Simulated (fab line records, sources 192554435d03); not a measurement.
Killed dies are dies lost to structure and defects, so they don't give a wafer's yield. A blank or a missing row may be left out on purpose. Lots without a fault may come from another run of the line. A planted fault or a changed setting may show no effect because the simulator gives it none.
Chamber matching | flow n5_finfet | N5_BEOL_M15_ETCH_61 on rie_diel-02: 4 sister chambers
The step etches BARC in N2/H2, target depth 89 nm, overetch 26.7 nm, time 67.9 s. 14 wafers are shown with their chamber, then 7 later ones without.

WAFERS WITH THEIR CHAMBER
wafer  | chamber | showerhead_plenum_p_Torr (Torr) | drypump_motor_current_A (A) | throttle_valve_pct (%)
L079.1 | 1       | 2.46                            | 5.65                        | 17.89
L079.4 | 2       | 2.56                            | 5.84                        | 17.40
L079.6 | 3       | 2.42                            | 5.34                        | 17.93
L082.1 | 3       | 2.42                            | 5.34                        | 17.96
L082.2 | 1       | 2.46                            | 5.68                        | 17.90
L082.6 | 1       | 2.46                            | 5.68                        | 17.89
L083.2 | 1       | 2.46                            | 5.67                        | 17.90
L083.4 | 0       | 2.60                            | 5.11                        | 17.70
L083.6 | 1       | 2.46                            | 5.69                        | 17.92
L086.1 | 3       | 2.41                            | 5.35                        | 17.96
L086.2 | 0       | 2.59                            | 5.08                        | 17.71
L086.4 | 1       | 2.46                            | 5.64                        | 17.93
L092.2 | 0       | 2.59                            | 5.10                        | 17.71
L092.4 | 3       | 2.41                            | 5.31                        | 17.97

SIGNATURES (means of the wafers above)
reading                  | chamber 0 | chamber 1 | chamber 2 | chamber 3 | scatter within a chamber
showerhead_plenum_p_Torr | 2.5933    | 2.4600    | 2.5600    | 2.4150    | 0.00408
drypump_motor_current_A  | 5.0967    | 5.6683    | 5.8400    | 5.3350    | 0.018
throttle_valve_pct       | 17.7067   | 17.9050   | 17.4000   | 17.9550   | 0.0152
Rule: a wafer's distance from a chamber is the root of the sum, over the readings, of the square of ((its reading less the chamber's mean) divided by the reading's scatter). The wafer belongs to the nearest chamber; if the next one is less than 2 further off, it can't be placed. The scatter: the root of (the sum of the squares of (reading less its chamber's mean) over the shown wafers, divided by (wafers less chambers)).

WAFERS WITHOUT THEIR CHAMBER
wafer  | showerhead_plenum_p_Torr (Torr) | drypump_motor_current_A (A) | throttle_valve_pct (%)
L092.6 | 2.59                            | 5.11                        | 17.71
L093.1 | 2.45                            | 5.65                        | 17.92
L093.4 | 2.59                            | 5.10                        | 17.74
L093.6 | 2.41                            | 5.34                        | 17.98
L097.1 | 2.41                            | 5.35                        | 18.00
L097.2 | 2.55                            | 5.83                        | 17.45
L097.3 | 2.45                            | 5.65                        | 17.95

WHICH CHAMBER EACH WENT THROUGH
wafer  | from the rows above | in truth
L092.6 | 0                   | 0
L093.1 | 1                   | 1
L093.4 | 0                   | 0
L093.6 | 3                   | 3
L097.1 | 3                   | 3
L097.2 | 2                   | 2
L097.3 | 1                   | 1
Placed correctly: 7 of 7. Can't be placed from these rows: 0. Placed wrongly: 0.
